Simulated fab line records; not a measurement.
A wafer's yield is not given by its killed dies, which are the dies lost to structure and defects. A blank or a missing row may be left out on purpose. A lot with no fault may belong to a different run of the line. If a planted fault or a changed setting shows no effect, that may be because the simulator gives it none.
A struck lot beside a sound one | flow n5 finfet | 15 out of 1938 route steps
Sound: these wafers, L406.1, L406.3, L406.6. Struck: wafers L414.2, L414.4, L414.6. The cause is given at the end.
Each step with rows lists, per side, the tool, then ch with its chambers, then its first start. Under that, the readings that differ: sound wafers | struck wafers | difference of the means | sigmas: that difference in standard deviations of wafers without a fault.
alike: same words and numbers on both sides, and readings whose means sit less than 2 such deviations apart. not compared: any withheld reading, any reading some wafer has no value for, any bound like >300 that may hide the same value, and any number with overlapping values for which the record gives no deviation.
The two part at a step that has a row with sigmas, a row that says differs or no value, or rows on one side only. Non-overlapping numbers with no deviation appear without sigmas and do not part them. Lack of a reading on every wafer of one side parts them only where that side has two or more wafers.

first, 8 steps without rows for these wafers: N5_WELL_APT_HMDS_01 (time 60 s); N5_WELL_APT_COAT_02 (resist thk 950 nm); N5_WELL_APT_EBR_04; N5_WELL_APT_SOFTBAKE_03 (time 60 s); N5_WELL_APT_EXPOSE_05 (exposes mask NWELL, defocus 0 nm, target cd 200 nm); N5_WELL_APT_PEB_06 (peb time 90 s); N5_WELL_APT_DEVELOP_07 (develop time 45 s); N5_WELL_APT_HARDBAKE_12 (time 120 s).
N5_WELL_APT_CD_MEAS_08: target cd 200 nm.
  sound on cd sem-02 ch 0, day 2 01:38; struck on cd sem-03 ch 0, day 4 01:35
  alike: cd nm
N5_WELL_APT_OVL_MEAS_09:
  sound on overlay-02 ch 0, day 2 01:40; struck on overlay-01 ch 0, day 4 01:37
  alike: NWELL_OVL
N5_WELL_APT_INSPECT_10: inspects for defects (macro).
  sound on defect inspect-02 at day 2 01:41; struck on defect inspect-01 at day 4 01:38
  alike: raw defect count
N5_WELL_APT_DESCUM_13: chemistry O2, time 7.9 s.
  sound on rie diel-04 ch 0,2, day 2 01:44; struck on rie diel-04 ch 1,2, day 4 01:43
  alike: drypump motor current A, oes product au, rf vpp V, showerhead plenum p Torr, throttle valve pct
  not compared: rf hours counter h
N5_WELL_APT_IMPLANT_14:
  struck on implanter-02, day 4 01:50; sound on implanter-02 ch 0, day 2 01:50
  no value came back on the struck wafers for beam energy keV, beam on s (s); on the sound wafers beam energy keV reads 159.97 160.00 160.13
then, 1 step without rows for these wafers: N5_WELL_APT_IMPLANT_15.
-- the record jumps here: 14 days lie between the struck wafers' starts before and after (it left off in module WELL_APT and takes up again in module PASSIVATION, whose first step shown is number 1936 of the route) --
N5_PASSIVATION_PROBE_49:
  sound on prober-02 at day 15 14:56; struck on prober-01 at day 18 03:04
  reading            | sound    | struck   | difference | sigmas
  killed_at_M0_to_M3 | 15 24 26 | 53 37 40 | +22        | +2
  alike: killed_at_M4_up, killed at contacts, killed at front end, killed at other, killed dies, killed open, killed short

WHERE THEY PART
Earliest at N5_WELL_APT_IMPLANT_14; latest, in this record, at N5_PASSIVATION_PROBE_49.

WHY: what the simulator had put in
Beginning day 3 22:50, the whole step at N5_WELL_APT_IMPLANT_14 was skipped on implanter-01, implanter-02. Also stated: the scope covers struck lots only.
